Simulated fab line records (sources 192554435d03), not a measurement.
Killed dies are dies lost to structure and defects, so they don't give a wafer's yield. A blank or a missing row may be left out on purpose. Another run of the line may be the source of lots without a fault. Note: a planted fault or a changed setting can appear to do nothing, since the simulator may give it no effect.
Matching of chambers / flow n5Finfet / 4 sister chambers for N5_BEOL_M13_ETCH_59 on rieDiel-03
The step etches BARC in N2/H2, target depth 89 nm, overetch 26.7 nm, time 67.9 s. 4 wafers are shown with their chamber, then 7 later ones without.

== WAFERS, EACH WITH ITS CHAMBER ==
wafer=L079.3; chamber=2; drypumpMotorCurrentA (A)=6.6
wafer=L078.5; chamber=1; drypumpMotorCurrentA (A)=5.8
wafer=L086.2; chamber=0; drypumpMotorCurrentA (A)=5.2
wafer=L086.5; chamber=3; drypumpMotorCurrentA (A)=6.4

== WAFERS MISSING THEIR CHAMBER ==
wafer=L086.6; drypumpMotorCurrentA (A)=5.2
wafer=L093.1; drypumpMotorCurrentA (A)=6.5
wafer=L093.5; drypumpMotorCurrentA (A)=6.6
wafer=L093.6; drypumpMotorCurrentA (A)=6.4
wafer=L096.4; drypumpMotorCurrentA (A)=5.3
wafer=L096.5; drypumpMotorCurrentA (A)=6.4
wafer=L096.6; drypumpMotorCurrentA (A)=6.6

== WHICH CHAMBER EACH WENT THROUGH ==
wafer=L086.6; from the rows above=0; in truth=0
wafer=L093.1; from the rows above=can't be placed: 2 or 3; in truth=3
wafer=L093.5; from the rows above=2; in truth=2
wafer=L093.6; from the rows above=3; in truth=3
wafer=L096.4; from the rows above=0; in truth=0
wafer=L096.5; from the rows above=3; in truth=3
wafer=L096.6; from the rows above=2; in truth=2
Placed correctly: 6 of 7. Can't be placed from these rows: 1 (the true chamber is among the candidates in 1). Wrongly placed: 0.
How it was worked out, from the rows above alone: a wafer's distance from a chamber is the root of the sum, over the readings, of the square of ((its reading less the chamber's mean) divided by the reading's scatter). The wafer belongs to the nearest chamber; if the next one is less than 2 further off, it can't be placed. For every chamber, the mean is computed from those of its wafers that are shown. The scatter: with one shown wafer a chamber, the root of the mean of the squares of how far each hidden wafer lies from its nearest shown one.
